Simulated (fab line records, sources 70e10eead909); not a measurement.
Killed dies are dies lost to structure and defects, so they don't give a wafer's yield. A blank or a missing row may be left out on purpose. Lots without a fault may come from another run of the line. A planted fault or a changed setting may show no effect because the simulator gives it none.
Chamber matching | flow nand_harc | NHARC_A_M0_DESCUM_14 on rie_diel-05: 4 sister chambers
The step chemistry O2, time 3 s. 4 wafers are shown with their chamber, then 9 later ones without.

WAFERS WITH THEIR CHAMBER
wafer  | chamber | drypump_motor_current_A (A)
L086.5 | 2       | 6.0
L089.1 | 3       | 5.0
L089.2 | 0       | 5.5
L089.3 | 1       | 5.9

WAFERS WITHOUT THEIR CHAMBER
wafer  | drypump_motor_current_A (A)
L090.1 | 5.0
L090.5 | 5.1
L090.6 | 5.9
L096.1 | 6.0
L096.2 | 5.1
L096.3 | 5.5
L097.2 | 5.9
L097.3 | 5.1
L097.5 | 5.5

WHICH CHAMBER EACH WENT THROUGH
wafer  | from the rows above     | in truth
L090.1 | 3                       | 3
L090.5 | 3                       | 3
L090.6 | can't be placed: 1 or 2 | 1
L096.1 | can't be placed: 2 or 1 | 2
L096.2 | 3                       | 3
L096.3 | 0                       | 0
L097.2 | can't be placed: 1 or 2 | 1
L097.3 | 3                       | 3
L097.5 | 0                       | 0
Placed correctly: 6 of 9. Can't be placed from these rows: 3 (the true chamber is among the candidates in 3). Placed wrongly: 0.
How it was worked out, from the rows above alone: a wafer's distance from a chamber is the root of the sum, over the readings, of the square of ((its reading less the chamber's mean) divided by the reading's scatter). The wafer belongs to the nearest chamber; if the next one is less than 2 further off, it can't be placed. A chamber's mean is the mean of its shown wafers. The scatter: with one shown wafer a chamber, the root of the mean of the squares of how far each hidden wafer lies from its nearest shown one.
